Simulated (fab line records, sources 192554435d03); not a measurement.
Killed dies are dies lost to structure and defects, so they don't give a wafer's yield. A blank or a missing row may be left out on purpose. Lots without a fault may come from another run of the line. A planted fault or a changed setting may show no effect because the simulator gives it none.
A struck lot beside a sound one | flow n5_finfet | 16 steps out of a route of 1938
Sound: wafers L571.4, L571.5, L571.6. Struck: wafer L568.1. (L568.3, L568.4 of the same lot were not struck and are left out.) The cause comes at the end.
At each step with rows: each side's tool, then ch and its chambers, then its first start. Under that, the readings that differ: sound wafers | struck wafers | difference of the means | sigmas: that difference in standard deviations of wafers without a fault.
alike: readings whose means differ by less than 2 such deviations, and words and numbers that are the same on both sides. not compared: withheld readings, readings that some wafer has no value for, bounds like >300 that may hide the same value, and numbers for which the record gives no deviation and whose values overlap.
The two part at a step that has a row with sigmas, a row that says differs or no value, or rows on one side only. Numbers that don't overlap but have no deviation are shown without sigmas and don't part them. A reading that every wafer of one side lacks parts them only if that side has two wafers or more.

first, 5 steps without rows for these wafers: N5_SD_EPI_P_EBR_05; N5_SD_EPI_P_SOFTBAKE_04 (time 60 s); N5_SD_EPI_P_EXPOSE_06 (exposes mask SD P BLK, target cd 240 nm); N5_SD_EPI_P_PEB_07 (peb time 60 s); N5_SD_EPI_P_DEVELOP_08 (develop time 30 s).
N5_SD_EPI_P_CD_MEAS_09: target cd 240 nm.
  sound on cd_sem-02 ch 0, day 8 06:38; struck on cd_sem-03 ch 0, day 7 13:37
  alike: cd_nm
N5_SD_EPI_P_OVL_MEAS_10:
  sound on overlay-02 ch 0, day 8 06:40; struck on overlay-01 ch 0, day 7 13:38
  alike: SD_P_BLK_OVL
N5_SD_EPI_P_INSPECT_11: inspects for defects (macro).
  sound on defect_inspect-02, day 8 06:41; struck on defect_inspect-01, day 7 13:40
  alike: raw_defect_count
N5_SD_EPI_P_DESCUM_14: chemistry O2, time 7.9 s.
  sound on rie_diel-02 ch 1,2,3, day 8 06:47; struck on rie_diel-04 ch 0, day 7 13:42
  reading                | sound | struck | difference                   | sigmas
  rf_hours_counter_h (h) | - - - | 168    | no value on the sound wafers |
  alike: bias_power_w, drypump_motor_current_A, oes_product_au, rf_fwd_power_W, rf_vpp_V, showerhead_plenum_p_Torr, temp_c, throttle_valve_pct
N5_SD_EPI_P_ETCH_36: etches SiARC in CF4, target depth 45.5 nm, time 75.8 s.
  sound on rie_diel-02 ch 1,2,3, day 8 06:50; struck on rie_diel-04 ch 0, day 7 13:44
  reading                | sound | struck | difference                   | sigmas
  rf_hours_counter_h (h) | - - - | 168    | no value on the sound wafers |
  alike: drypump_motor_current_A, etch_rf_on_time_s, oes_product_au, rf_fwd_power_W, rf_vpp_V, showerhead_plenum_p_Torr, throttle_valve_pct
N5_SD_EPI_P_ETCH_37: etches SOC in N2/H2, overetch 108 nm, time 486 s.
  sound on rie_diel-02 ch 1,2,3, day 8 07:01; struck on rie_diel-04 ch 0, day 7 13:47
  reading                | sound | struck | difference                   | sigmas
  rf_hours_counter_h (h) | - - - | 168    | no value on the sound wafers |
  alike: drypump_motor_current_A, oes_product_au, rf_fwd_power_W, rf_vpp_V, showerhead_plenum_p_Torr, temp_c, throttle_valve_pct
then, 1 step without rows for these wafers: N5_SD_EPI_P_STRIP_38 (strips in N2/H2).
N5_SD_EPI_P_ETCHBACK_46: etches SiNx in CH3F/O2, stops on SiO2, target depth 17.5 nm.
  sound on rie_diel-02 ch 1,2,3, day 8 07:14; struck on rie_diel-04 ch 0, day 7 14:07
  reading                | sound             | struck  | difference                   | sigmas
  over_etch_frac         | 0.3 0.3 0.3       | 0.28932 | -0.01068                     |
  rf_fwd_power_W (W)     | 394.4 394.7 394.8 | 391.7   | -2.9                         | -2
  rf_hours_counter_h (h) | - - -             | 168     | no value on the sound wafers |
  rf_vpp_V (V)           | 293 295 303       | 317     | +20                          | +2
  alike: drypump_motor_current_A, oes_product_au, showerhead_plenum_p_Torr, throttle_valve_pct
N5_SD_EPI_P_ETCH_47: etches SiOCN in CH3F/O2, target depth 25 nm.
  sound on rie_diel-02 ch 1,2,3, day 8 07:20; struck on rie_diel-04 ch 0, day 7 14:13
  reading                | sound       | struck | difference                   | sigmas
  rf_hours_counter_h (h) | - - -       | 168    | no value on the sound wafers |
  rf_vpp_V (V)           | 124 127 129 | 135    | +8                           | +2
  alike: drypump_motor_current_A, oes_product_au, rf_fwd_power_W, showerhead_plenum_p_Torr, throttle_valve_pct
-- the record jumps here: 5 days lie between the struck wafers' starts before and after (it left off in module SD_EPI_P and takes up again in module BEOL_M4, whose first step shown is number 1111 of the route) --
N5_BEOL_M4_RC_MEAS_101:
  sound on prober-02 ch 0, day 12 20:19; struck on prober-01 ch 0, day 12 03:14
  alike: DIBL_N, DIBL_P, IOFF_N, IOFF_P, ION_N, ION_P, SS_N, SS_P, VT_N, VT_P
N5_PASSIVATION_PROBE_49:
  the record has rows for the sound wafers here (prober-01, day 16 18:14) and none for the struck ones

WHERE THEY PART
First at N5_SD_EPI_P_DESCUM_14; last, within this record, at N5_PASSIVATION_PROBE_49.

WHY: what the simulator had put in
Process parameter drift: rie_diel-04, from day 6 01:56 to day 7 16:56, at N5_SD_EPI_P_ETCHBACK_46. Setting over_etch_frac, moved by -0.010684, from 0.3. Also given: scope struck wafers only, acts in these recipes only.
